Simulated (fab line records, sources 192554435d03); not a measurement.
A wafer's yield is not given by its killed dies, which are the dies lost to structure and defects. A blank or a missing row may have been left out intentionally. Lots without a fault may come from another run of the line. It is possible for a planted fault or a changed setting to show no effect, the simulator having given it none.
Struck lot and sound lot, side by side	flow n5 finfet	14 steps out of a route of 1938
Sound: the wafers L593.1, L593.2, L593.6. Struck: wafer L611.3. (L611.1 of the same lot was not struck and is left out.) The cause comes at the end.
At each step with rows: each side's tool, then ch and its chambers, then its first start. Under that, the readings that differ: sound wafers	struck wafers	difference of the means	sigmas: that difference in standard deviations of wafers without a fault.
alike: a reading whose means differ by less than 2 such deviations, as well as words and numbers matching on both sides. not compared: withheld readings; readings where some wafer has no value; bounds like >300 that might hide an equal value; numbers whose values overlap and for which the record gives no deviation.
Wherever a step has rows on one side only, a row that says differs or no value, or a row with sigmas, the two part there. Numbers that don't overlap but have no deviation are shown without sigmas and don't part them. A reading missing from all wafers of one side parts the sides only when that side holds two or more wafers.

first, 9 steps without rows for these wafers: N5_BEOL_M5_COAT_59 (time 60 s, resist thk 60 nm); N5_BEOL_M5_COAT_60 (time 60 s, resist thk 12 nm); N5_BEOL_M5_COAT_71 (time 60 s, resist thk 5 nm); N5_BEOL_M5_COAT_05 (resist thk 30 nm); N5_BEOL_M5_EBR_07; N5_BEOL_M5_SOFTBAKE_06 (time 60 s); N5_BEOL_M5_EXPOSE_08 (exposes mask M5, target cd 28 nm); N5_BEOL_M5_PEB_09 (peb time 60 s); N5_BEOL_M5_DEVELOP_10 (develop time 30 s).
N5_BEOL_M5_CD_MEAS_11: target cd 27.74 nm.
  sound on cd sem-01 ch 0, day 9 10:25; struck on cd sem-02 ch 0, day 13 12:04
reading	sound	struck	difference	sigmas
cd nm (nm)	28.08 28.26 28.22	27.55	-0.64	-3
N5_BEOL_M5_OVL_MEAS_12:
  sound on overlay-01 ch 0, day 9 10:27; struck on overlay-01 ch 0, day 13 12:06
  alike: M5_OVL
N5_BEOL_M5_INSPECT_13: inspects for defects (brightfield).
  struck on defect inspect-01, day 13 12:09; sound on defect inspect-02, day 9 10:31
  alike: raw defect count
N5_BEOL_M5_DESCUM_16: chemistry O2, time 7 s.
  sound on rie diel-02 ch 1,2, day 9 10:32; struck on rie diel-02 ch 2, day 13 12:34
reading	sound	struck	difference	sigmas
oes product au (a.u.)	0.67 0.65 0.66	0.89	+0.23	+2
model.CAR-EUV_of_BEOL_M5_COAT_05.thk nm (nm)	26 26 26	26.8	+0.8	
  alike: bias power w, drypump motor current A, rf vpp V, showerhead plenum p Torr, throttle valve pct
  not compared: rf hours counter h
N5_BEOL_M5_ETCH_72: etches underlayer in N2/H2, target depth 6.5 nm, time 5.2 s.
  sound on rie diel-02 ch 1,2, day 9 10:35; struck on rie diel-02 ch 2, day 13 12:35
reading	sound	struck	difference	sigmas
oes product au (a.u.)	0.56 0.58 0.57	0.78	+0.21	+2
  alike: drypump motor current A, etch rf on time s, h2 flow sccm, n2 flow sccm, rf vpp V, showerhead plenum p Torr, throttle valve pct
  not compared: rf hours counter h

== WHERE THEY PART ==
Earliest at N5_BEOL_M5_CD_MEAS_11; latest, in this record, at N5_BEOL_M5_ETCH_72.

WHY: what had been put in by the simulator
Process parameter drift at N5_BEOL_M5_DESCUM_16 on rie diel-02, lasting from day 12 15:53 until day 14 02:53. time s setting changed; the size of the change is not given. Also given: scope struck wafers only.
